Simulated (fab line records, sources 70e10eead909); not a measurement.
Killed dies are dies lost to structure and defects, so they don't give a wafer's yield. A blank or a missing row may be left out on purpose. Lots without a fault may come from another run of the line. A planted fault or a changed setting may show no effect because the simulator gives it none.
A struck lot beside a sound one | flow nand_harc | 38 steps out of a route of 1302
Sound: wafers L336.2, L336.3, L336.6. Struck: wafers L340.3, L340.4. The cause comes at the end.
At each step with rows: each side's tool, then ch and its chambers, then its first start. Under that, the readings that differ: sound wafers | struck wafers | difference of the means | sigmas: that difference in standard deviations of wafers without a fault.
alike: readings whose means differ by less than 2 such deviations, and words and numbers that are the same on both sides. not compared: withheld readings, readings that some wafer has no value for, bounds like >300 that may hide the same value, and numbers for which the record gives no deviation and whose values overlap.
The two part at a step that has a row with sigmas, a row that says differs or no value, or rows on one side only. Numbers that don't overlap but have no deviation are shown without sigmas and don't part them. A reading that every wafer of one side lacks parts them only if that side has two wafers or more.

first, 10 steps without rows for these wafers: NHARC_A_CHANNEL_HOLE_D1_DEP_00 (deposits aC, target thk 3100 nm); NHARC_A_CHANNEL_HOLE_D1_DEP_01 (deposits SiON, target thk 140 nm); NHARC_A_CHANNEL_HOLE_D1_DEHYDRATE_02 (time 120 s); NHARC_A_CHANNEL_HOLE_D1_HMDS_03 (time 30 s); NHARC_A_CHANNEL_HOLE_D1_COAT_36 (time 75 s); NHARC_A_CHANNEL_HOLE_D1_COAT_37 (time 65 s); NHARC_A_CHANNEL_HOLE_D1_COAT_04 (resist thk 90 nm); NHARC_A_CHANNEL_HOLE_D1_SOFTBAKE_05 (time 55 s); NHARC_A_CHANNEL_HOLE_D1_EBR_06; NHARC_A_CHANNEL_HOLE_D1_EXPOSE_07 (exposes mask HOLE D1, target cd 100 nm).
NHARC_A_CHANNEL_HOLE_D1_PEB_08: peb time 65 s.
  sound on litho_track-01 ch 0, day 13 03:21; struck on litho_track-01 ch 0, day 14 17:52
then, 1 step without rows for these wafers: NHARC_A_CHANNEL_HOLE_D1_DEVELOP_09 (develop time 35 s).
NHARC_A_CHANNEL_HOLE_D1_CD_MEAS_10: target cd 100 nm.
  sound on cd_sem-01 ch 0, day 13 03:26; struck on cd_sem-02 ch 0, day 14 17:58
  reading    | sound           | struck      | difference | sigmas
  cd_nm (nm) | 100.1 99.9 99.9 | 106.4 106.7 | +6.6       | +15
NHARC_A_CHANNEL_HOLE_D1_DESCUM_15: chemistry O2, time 3 s.
  sound on rie_diel-03 ch 1,3, day 13 03:37; struck on rie_diel-09 ch 0,3, day 14 18:08
  reading                            | sound             | struck      | difference | sigmas
  model.A_CHANNEL_HOLE_D1.cd_nm (nm) | 100.8 100.4 99.86 | 106.3 106.5 | +6.0       |
  alike: chamber_pressure_mTorr, drypump_motor_current_A, oes_product_au, rf_vpp_V, showerhead_plenum_p_Torr, throttle_valve_pct
  not compared: rf_hours_counter_h
then, 4 steps without rows for these wafers: NHARC_A_CHANNEL_HOLE_D1_ETCH_38 (etches the open film in CF4, target depth 39 nm, time 65 s); NHARC_A_CHANNEL_HOLE_D1_ETCH_39 (etches the open film in N2/H2, target depth 260 nm, time 325 s); NHARC_A_CHANNEL_HOLE_D1_ETCH_34 (etches the open film in CF4/CHF3, target depth 154 nm, time 77 s); NHARC_A_CHANNEL_HOLE_D1_ETCH_16 (etches the open film in O2/COS, target depth 3100 nm, time 806 s).
NHARC_A_CHANNEL_HOLE_D1_CD_MEAS_18:
  sound on cd_sem-02, day 13 04:43; struck on cd_sem-01, day 14 19:15
  reading    | sound            | struck      | difference | sigmas
  cd_nm (nm) | 100.9 99.6 100.5 | 105.8 106.9 | +6.0       | +5
then, 12 steps without rows for these wafers: NHARC_A_CHANNEL_HOLE_D1_ETCH_19 (etches the open film in C4F8/O2/Ar, time 34.5 s); NHARC_A_CHANNEL_HOLE_D1_ETCH_20 (etches the open film in C4F8/O2/Ar, time 361.9 s, target depth 1600 nm); NHARC_A_CHANNEL_HOLE_D1_ETCH_21 (etches the open film in C4F8/O2/Ar, time 514.3 s, target depth 1600 nm); NHARC_A_CHANNEL_HOLE_D1_ETCH_22 (etches the open film in C4F8/O2/Ar, time 666.7 s, target depth 1600 nm); NHARC_A_CHANNEL_HOLE_D1_ETCH_23 (etches the open film in C4F8/O2/Ar, time 819 s, target depth 1600 nm); NHARC_A_CHANNEL_HOLE_D1_ETCH_24 (etches the open film in C4F8/O2/Ar, time 906.2 s, target depth 1500 nm); NHARC_A_CHANNEL_HOLE_D1_ETCH_25 (etches the open film in C4F8/O2/Ar, time 1040.2 s, target depth 1500 nm); NHARC_A_CHANNEL_HOLE_D1_ETCH_26 (etches the open film in C4F8/O2/Ar, time 224.1 s, target depth 300 nm); NHARC_A_CHANNEL_HOLE_D1_ETCH_33 (etches the open film in C4F8/O2/Ar, time 90 s, target depth 400 nm); NHARC_A_CHANNEL_HOLE_D1_STRIP_41 (strips in N2/H2); NHARC_A_CHANNEL_HOLE_D1_STRIP_42 (strips in CF4/CHF3); NHARC_A_CHANNEL_HOLE_D1_STRIP_43 (strips in O2/COS).
NHARC_A_CHANNEL_HOLE_D1_ETCH_44: etches the open film in CF4/O2, target depth 140 nm, overetch 14 nm, time 77 s.
  sound on rie_diel-01 ch 0,2,3, day 13 09:34; struck on rie_diel-03 ch 1,3, day 15 00:02
  reading                            | sound            | struck      | difference | sigmas
  model.A_CHANNEL_HOLE_D1.cd_nm (nm) | 89.44 90.06 89.9 | 96.59 97.18 | +7.09      |
  alike: chamber_pressure_mTorr, drypump_motor_current_A, oes_product_au, rf_vpp_V, showerhead_plenum_p_Torr, throttle_valve_pct
  not compared: rf_hours_counter_h
then, 3 steps without rows for these wafers: NHARC_A_CHANNEL_HOLE_D1_STRIP_27 (strips in O2); NHARC_A_CHANNEL_HOLE_D1_PRECLEAN_28 (cleans in SC1); NHARC_A_CHANNEL_HOLE_D1_SRD_29.
NHARC_A_CHANNEL_HOLE_D1_CD_MEAS_30:
  sound on cd_sem-03, day 13 10:23; struck on cd_sem-02, day 15 00:50
  reading    | sound          | struck    | difference | sigmas
  cd_nm (nm) | 90.0 90.2 90.1 | 97.2 97.2 | +7.1       | +8
NHARC_A_CHANNEL_HOLE_D1_XSEM_31:
  sound on xsem-01 ch 0, day 13 10:28; struck on xsem-02 ch 0, day 15 00:56
  reading        | sound          | struck    | difference | sigmas
  bot_cd_nm (nm) | 74.4 74.0 74.7 | 81.4 81.2 | +6.9       | +6
  alike: bow_nm, tilt_deg
NHARC_END_SORT_01:
  the record has rows for the sound wafers here (prober-01 ch 0, day 28 17:21) and none for the struck ones

WHERE THEY PART
First at NHARC_A_CHANNEL_HOLE_D1_CD_MEAS_10; last, within this record, at NHARC_END_SORT_01.

WHY: what the simulator had put in
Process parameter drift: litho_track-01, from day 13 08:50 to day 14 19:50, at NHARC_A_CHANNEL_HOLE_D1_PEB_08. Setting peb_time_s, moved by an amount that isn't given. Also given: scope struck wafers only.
